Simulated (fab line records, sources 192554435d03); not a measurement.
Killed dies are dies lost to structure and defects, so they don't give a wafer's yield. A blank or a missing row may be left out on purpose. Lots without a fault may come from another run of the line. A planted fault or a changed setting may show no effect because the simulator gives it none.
Chamber matching | flow n5_finfet | N5_GATE_CUT_CMP_23 on cmp-01: 4 sister chambers
The step polishes, stops on SiO2, t overpolish 23.4 s, target thk 16 nm. 7 wafers are shown with their chamber, then 7 later ones without.

WAFERS WITH THEIR CHAMBER
wafer  | chamber | motor_current_A (A) | time_to_endpoint_s (s)
L080.6 | 1       | 9.8                 | 17.7
L081.5 | 2       | 11.2                | 18.9
L086.1 | 0       | 8.3                 | 20.6
L086.3 | 3       | 10.1                | 17.0
L086.5 | 3       | 9.8                 | 17.0
L087.1 | 0       | 8.0                 | 20.3
L087.3 | 2       | 10.8                | 21.8

WAFERS WITHOUT THEIR CHAMBER
wafer  | motor_current_A (A) | time_to_endpoint_s (s)
L087.6 | 9.6                 | 20.1
L093.2 | 9.8                 | 16.4
L093.3 | 9.3                 | 18.4
L093.5 | 10.8                | 18.6
L096.1 | 10.2                | 21.6
L096.2 | 9.8                 | 14.2
L096.5 | 8.8                 | 17.7

WHICH CHAMBER EACH WENT THROUGH
wafer  | from the rows above          | in truth
L087.6 | can't be placed: 1 or 3      | 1
L093.2 | can't be placed: 3 or 1      | 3
L093.3 | can't be placed: 1 or 3      | 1
L093.5 | 2                            | 2
L096.1 | can't be placed: 2 or 1 or 3 | 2
L096.2 | can't be placed: 3 or 1      | 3
L096.5 | can't be placed: 0 or 1 or 3 | 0
Placed correctly: 1 of 7. Can't be placed from these rows: 6 (the true chamber is among the candidates in 6). Placed wrongly: 0.
How it was worked out, from the rows above alone: a wafer's distance from a chamber is the root of the sum, over the readings, of the square of ((its reading less the chamber's mean) divided by the reading's scatter). The wafer belongs to the nearest chamber; if the next one is less than 2 further off, it can't be placed. A chamber's mean is the mean of its shown wafers. The scatter: the root of (the sum of the squares of (reading less its chamber's mean) over the shown wafers, divided by (wafers less chambers)).
